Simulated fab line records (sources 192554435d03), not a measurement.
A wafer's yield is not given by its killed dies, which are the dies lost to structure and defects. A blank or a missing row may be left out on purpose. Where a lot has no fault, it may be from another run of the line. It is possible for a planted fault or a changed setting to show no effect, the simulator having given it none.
What tool caused it? ; flow n5 finfet ; Sampling: 9 lots, 26 wafers, 6 of 1938 route steps

## WHAT EACH GAUGE READ, for each wafer
N5_MOL_CONTACT_COAG_THK_MEAS_53.
lot;measured;on;VIA_MOL_THK (nm)
L925;day 5 07:33;film metro-02;43.9 43.2 44.2
L928;day 5 23:35;film metro-01;43.5 43.9 45.1
L929;day 6 04:49;film metro-02;45.6 44.2 44.8
L931;day 6 16:48;film metro-02;44.1 44.2 43.9
L935;day 7 18:40;film metro-02;44.6 38.6 44.5
L939;day 8 16:52;film metro-02;39.7 44.4
L940;day 8 23:10;film metro-02;43.3 43.6 44.6
L941;day 9 06:01;film metro-02;43.3 44.1 44.4
L946;day 10 11:32;film metro-01;43.9 44.7 45.1

N5_BEOL_M4_RC_MEAS_101.
lot;measured;on;DIBL_N (mV/V);DIBL_P (mV/V);IOFF_N (nA/um);IOFF_P (nA/um);ION_N (uA/um);ION_P (uA/um);SS_N (mV/dec);SS_P (mV/dec);VT_N (mV);VT_P (mV)
L925;day 9 04:07;prober-01;39.0 36.3 36.8;37.5 36.0 35.1;0.173 0.139 0.135;0.234 0.203 0.192;668 675 670;458 463 453;72.5 70.9 72.2;74.6 73.4 73.6;250.1 250.3 253.8;-247.6 -250.4 -255.3
L928;day 10 03:50;prober-01;35.0 35.6 36.1;36.1 37.4 37.8;0.126 0.148 0.149;0.198 0.235 0.227;669 679 668;459 473 458;70.9 71.3 71.5;72.1 73.1 72.3;255.9 248.9 251.6;-249.1 -247.1 -248.8
L929;day 10 22:22;prober-01;37.2 36.5 35.9;37.1 36.6 35.2;0.172 0.161 0.140;0.244 0.243 0.227;676 672 669;472 467 469;71.9 71.8 71.0;73.9 73.0 72.7;248.4 247.0 252.1;-244.4 -247.3 -248.4
L931;day 11 17:12;prober-01;38.0 37.0 37.8;36.8 36.1 36.5;0.165 0.151 0.166;0.207 0.196 0.200;667 676 680;454 456 455;71.7 70.8 71.3;73.4 72.4 73.5;248.1 249.1 249.3;-253.2 -252.9 -253.1
L935;day 14 10:34;prober-02;36.8 37.9 37.7;35.7 37.1 37.4;0.137 0.163 0.156;0.201 0.222 0.216;677 675 672;467 468 461;70.4 71.6 71.7;72.5 73.2 74.0;250.5 249.0 248.3;-250.7 -246.1 -251.8
L939;day 15 19:30;prober-02;34.5 36.7;33.9 36.1;0.128 0.169;0.210 0.253;662 682;464 467;70.8 71.6;72.8 72.9;253.7 245.5;-245.9 -243.8
L940;day 17 07:19;prober-01;35.9 34.9 35.3;36.9 36.0 36.3;0.156 0.146 0.161;0.221 0.203 0.217;670 679 665;460 467 463;70.8 71.2 71.5;73.5 73.0 72.8;250.6 247.6 248.6;-248.0 -249.4 -246.2
L941;day 15 15:35;prober-01;35.4 35.7 34.8;36.2 37.6 35.6;0.143 0.146 0.134;0.196 0.219 0.186;665 669 658;461 463 454;71.9 71.4 72.3;73.2 73.5 73.0;253.8 252.3 252.1;-252.5 -248.9 -251.9
L946;day 16 08:40;prober-01;34.9 34.3 34.9;37.6 36.8 36.6;0.168 0.150 0.157;0.241 0.235 0.232;668 673 665;470 472 465;70.4 71.7 71.8;73.3 73.1 72.6;247.3 249.5 251.7;-247.3 -244.4 -248.7

## EACH LOT AND THE TOOL THAT RAN IT (in order: tool; ch and the chambers of the sampled wafers; start)
lot;N5_MOL_CONTACT_COAG_PECVD_31;N5_MOL_CONTACT_COAG_DESCUM_45;N5_MOL_CONTACT_COAG_ETCH_124;N5_BEOL_M0_SAQP_ILD_DEP_01
L925;pecvd-04 ch 1,2, day 5 02:37;rie diel-02 ch 1,2,3, day 5 05:47;rie diel-05 ch 1,2,3, day 5 06:29;pecvd-04 ch 0,1,2, day 5 12:11
L928;pecvd-04 ch 0,2, day 5 20:00;rie diel-05 ch 1,3, day 5 22:01;rie diel-02 ch 0,1,3, day 5 22:31;pecvd-01 ch 0,1,2, day 6 03:00
L929;pecvd-04 ch 0,1,2, day 6 01:02;rie diel-02 ch 0,3, day 6 03:04;rie diel-05 ch 1,2,3, day 6 03:43;pecvd-01 ch 0,1,2, day 6 08:14
L931;pecvd-03 ch 1,2, day 6 13:22;rie diel-04 ch 0,2, day 6 15:13;rie diel-05 ch 1,2,3, day 6 15:43;pecvd-02 ch 0,1, day 6 20:29
L935;pecvd-04 ch 1,2, day 7 14:42;rie diel-04 ch 1,2,3, day 7 17:00;rie diel-02 ch 0,1,3, day 7 17:32;pecvd-02 ch 0,1,2, day 8 00:39
L939;pecvd-04 ch 0,1, day 8 12:25;rie diel-04 ch 1,2, day 8 14:34;rie diel-05 ch 0,1, day 8 15:49;pecvd-04 ch 0,2, day 8 21:01
L940;pecvd-01 ch 0,1, day 8 19:26;rie diel-02 ch 1,2,3, day 8 21:37;rie diel-04 ch 1,2,3, day 8 22:06;pecvd-04 ch 0,1,2, day 9 02:36
L941;pecvd-01 ch 0,1, day 9 02:22;rie diel-05 ch 0,1,3, day 9 04:26;rie diel-04 ch 1,2, day 9 04:56;pecvd-04 ch 0,1,2, day 9 09:25
L946;pecvd-01 ch 0,1,2, day 10 06:20;rie diel-04 ch 0,1,2, day 10 08:17;rie diel-05 ch 0,3, day 10 10:27;pecvd-01 ch 0,1,2, day 10 14:57
- N5_MOL_CONTACT_COAG_PECVD_31: deposits SiO2 from TEOS/O2, target thk 46 nm, time 8.9 s.
- N5_MOL_CONTACT_COAG_DESCUM_45: chemistry O2, time 7 s.
- N5_MOL_CONTACT_COAG_ETCH_124: etches SiNx in CH3F/O2, stops on SiOC, target depth 6.5 nm.
- N5_BEOL_M0_SAQP_ILD_DEP_01: deposits SiOC from DEMS/O2, target thk 45.419 nm, time 8.7 s.

## AS READ BY THE TOOLS THEMSELVES (means over the sampled wafers that have a number; for cases with no such wafer, the mark the record gives instead)
N5_MOL_CONTACT_COAG_DESCUM_45.
lot;tool;drypump motor current A (A);oes product au (a.u.);rf vpp V (V);showerhead plenum p Torr (Torr);throttle valve pct (%)
L925;rie diel-02;5.6;0.80;245.6;2.14;20.47
L928;rie diel-05;5.8;0.69;242.1;2.05;20.53
L929;rie diel-02;5.6;0.77;241.6;2.01;20.51
L931;rie diel-04;5.5;0.71;242.8;2.04;20.49
L935;rie diel-04;5.3;0.77;243.1;2.09;20.55
L939;rie diel-04;5.4;0.80;243.1;2.05;20.51
L940;rie diel-02;5.7;0.77;243.4;2.13;20.51
L941;rie diel-05;6.1;0.85;245.3;2.18;20.39
L946;rie diel-04;5.6;0.83;243.0;2.10;20.44

N5_MOL_CONTACT_COAG_ETCH_124.
lot;tool;drypump motor current A (A);oes_o_777_au (a.u.);oes product au (a.u.);rf vpp V (V);showerhead plenum p Torr (Torr);throttle valve pct (%)
L925;rie diel-05;5.9;0.72;0.61;294;2.02;16.52
L928;rie diel-02;5.6;0.76;0.65;297;1.98;16.34
L929;rie diel-05;5.9;0.71;0.61;294;2.01;16.52
L931;rie diel-05;5.9;0.71;0.60;295;2.01;16.54
L935;rie diel-02;5.6;0.75;0.64;296;1.97;16.36
L939;rie diel-05;5.8;0.94;0.80;300;2.09;16.10
L940;rie diel-04;5.3;0.76;0.65;296;1.99;16.47
L941;rie diel-04;5.3;0.75;0.65;296;1.97;16.46
L946;rie diel-05;6.4;0.81;0.71;302;2.04;16.31

N5_BEOL_M0_SAQP_ILD_DEP_01.
lot;tool;heater power w (W);showerhead plenum p Torr (Torr);throttle valve pct (%)
L925;pecvd-04;428;5.688;11.8
L928;pecvd-01;508;5.692;11.8
L929;pecvd-01;519;5.699;12.0
L931;pecvd-02;420;5.693;11.7
L935;pecvd-02;453;5.688;11.9
L939;pecvd-04;428;5.683;12.1
L940;pecvd-04;422;5.689;11.8
L941;pecvd-04;430;5.691;12.0
L946;pecvd-01;508;5.699;11.9

## THE ANSWER, worked out from the rows above alone
Rule: usual is defined by the lots themselves. Put in order of their means at a reading, lots are off if they are a third of the lots or fewer, leave a main group of 4 or more, and stand apart from it by a gap of 3 or more times the standard deviation of the main group's means; of several such gaps the widest counts. If all means in a main group match to the digits the tables above print for the reading, that group is not used. A lot without any number at a reading at which 4 lots or more have one is off too. Where the step has rows for the other lots, those lots are counted as sound. The gauges are gone through in route order, then the tools' own readings, and for those a lot's mean is taken as printed above. At the first step where some lot is off, the reading lying furthest off is the one used; lots without a number count as furthest.
Off: L935, L939, at N5_MOL_CONTACT_COAG_THK_MEAS_53 (VIA_MOL_THK). Mean 44.2 nm and standard deviation 0.38 in the main group.
A tool fits if, at a process step before that reading, it ran every lot that is off, and no sound lot after the first of them. Gauges at N5_MOL_CONTACT_COAG_THK_MEAS_53: tried the same way as those tools. One candidate fits, namely pecvd-04 at N5_MOL_CONTACT_COAG_PECVD_31. A fault onset in the window from L929 (day 6 01:02, its last sound lot) to L935 (day 7 14:42, its first lot off) fits.

## WHAT HAD BEEN PUT IN BY THE SIMULATOR
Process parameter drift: pecvd-04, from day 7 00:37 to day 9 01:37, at N5_MOL_CONTACT_COAG_PECVD_31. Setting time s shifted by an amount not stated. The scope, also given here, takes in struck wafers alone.
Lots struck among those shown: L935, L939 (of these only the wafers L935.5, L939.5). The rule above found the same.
